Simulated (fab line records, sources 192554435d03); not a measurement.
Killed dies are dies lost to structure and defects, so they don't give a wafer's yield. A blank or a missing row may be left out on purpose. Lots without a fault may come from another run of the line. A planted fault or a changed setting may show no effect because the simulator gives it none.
Chamber matching | flow n5_finfet | N5_DUMMY_GATE_ALD_02 on ald_sin-01: 4 sister chambers
The step deposits SiO2, target thk 2 nm, pulse time 1 s. 4 wafers are shown with their chamber, then 11 later ones without.

WAFERS WITH THEIR CHAMBER
wafer  | chamber | heater_power_w (W)
L087.3 | 1       | 388
L090.5 | 3       | 501
L090.6 | 2       | 465
L091.2 | 0       | 500

WAFERS WITHOUT THEIR CHAMBER
wafer  | heater_power_w (W)
L091.5 | 491
L091.6 | 394
L092.1 | 398
L092.4 | 501
L092.6 | 453
L094.1 | 509
L094.2 | 503
L094.6 | 471
L095.1 | 511
L095.2 | 462
L095.4 | 402

WHICH CHAMBER EACH WENT THROUGH
wafer  | from the rows above     | in truth
L091.5 | can't be placed: 0 or 3 | 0
L091.6 | 1                       | 1
L092.1 | 1                       | 1
L092.4 | can't be placed: 3 or 0 | 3
L092.6 | 2                       | 2
L094.1 | can't be placed: 3 or 0 | 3
L094.2 | can't be placed: 3 or 0 | 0
L094.6 | 2                       | 2
L095.1 | can't be placed: 3 or 0 | 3
L095.2 | 2                       | 2
L095.4 | 1                       | 1
Placed correctly: 6 of 11. Can't be placed from these rows: 5 (the true chamber is among the candidates in 5). Placed wrongly: 0.
How it was worked out, from the rows above alone: a wafer's distance from a chamber is the root of the sum, over the readings, of the square of ((its reading less the chamber's mean) divided by the reading's scatter). The wafer belongs to the nearest chamber; if the next one is less than 2 further off, it can't be placed. A chamber's mean is the mean of its shown wafers. The scatter: with one shown wafer a chamber, the root of the mean of the squares of how far each hidden wafer lies from its nearest shown one.
